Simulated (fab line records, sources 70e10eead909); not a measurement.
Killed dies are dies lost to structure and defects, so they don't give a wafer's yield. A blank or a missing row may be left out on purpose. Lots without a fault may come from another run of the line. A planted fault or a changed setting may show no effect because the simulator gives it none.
Chamber matching | flow nand_harc | NHARC_A_CHANNEL_FILL_D2_ALD_25 on ald_hk-02: 4 sister chambers
The step deposits SiOx, target thk 60 nm, pulse time 10 s, ald cycles 600. 18 wafers are shown with their chamber, then 9 later ones without.

WAFERS WITH THEIR CHAMBER
wafer  | chamber | heater_power_w (W) | precursor_pulse_height_rel
L074.3 | 2       | 529                | 0.958
L074.2 | 1       | 470                | 0.962
L074.6 | 3       | 442                | 1.028
L079.1 | 0       | 486                | 1.008
L079.2 | 1       | 462                | 0.991
L079.4 | 2       | 519                | 1.009
L082.2 | 3       | 451                | 1.013
L082.4 | 2       | 529                | 0.986
L082.1 | 1       | 468                | 1.024
L081.2 | 1       | 468                | 1.035
L081.5 | 1       | 478                | 1.017
L081.6 | 0       | 487                | 0.985
L084.1 | 1       | 480                | 1.003
L084.3 | 2       | 529                | 1.035
L084.5 | 0       | 493                | 0.980
L087.4 | 3       | 456                | 0.986
L087.2 | 1       | 478                | 0.994
L087.5 | 3       | 455                | 0.995

SIGNATURES (means of the wafers above)
reading                    | chamber 0 | chamber 1 | chamber 2 | chamber 3 | scatter within a chamber
heater_power_w             | 488.67    | 472.00    | 526.50    | 451.00    | 5.96
precursor_pulse_height_rel | 0.99100   | 1.00371   | 0.99700   | 1.00550   | 0.0243
Rule: a wafer's distance from a chamber is the root of the sum, over the readings, of the square of ((its reading less the chamber's mean) divided by the reading's scatter). The wafer belongs to the nearest chamber; if the next one is less than 2 further off, it can't be placed. The scatter: the root of (the sum of the squares of (reading less its chamber's mean) over the shown wafers, divided by (wafers less chambers)).

WAFERS WITHOUT THEIR CHAMBER
wafer  | heater_power_w (W) | precursor_pulse_height_rel
L088.4 | 452                | 1.005
L088.1 | 470                | 0.988
L088.5 | 450                | 1.005
L092.1 | 469                | 1.021
L092.3 | 484                | 1.002
L092.6 | 540                | 0.992
L095.2 | 458                | 1.020
L095.1 | 503                | 0.992
L095.5 | 501                | 1.003

WHICH CHAMBER EACH WENT THROUGH
wafer  | from the rows above     | in truth
L088.4 | 3                       | 3
L088.1 | 1                       | 1
L088.5 | 3                       | 3
L092.1 | 1                       | 1
L092.3 | can't be placed: 0 or 1 | 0
L092.6 | 2                       | 2
L095.2 | can't be placed: 3 or 1 | 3
L095.1 | can't be placed: 0 or 2 | 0
L095.5 | 0                       | 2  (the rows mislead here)
Placed correctly: 5 of 9. Can't be placed from these rows: 3 (the true chamber is among the candidates in 3). Placed wrongly: 1.
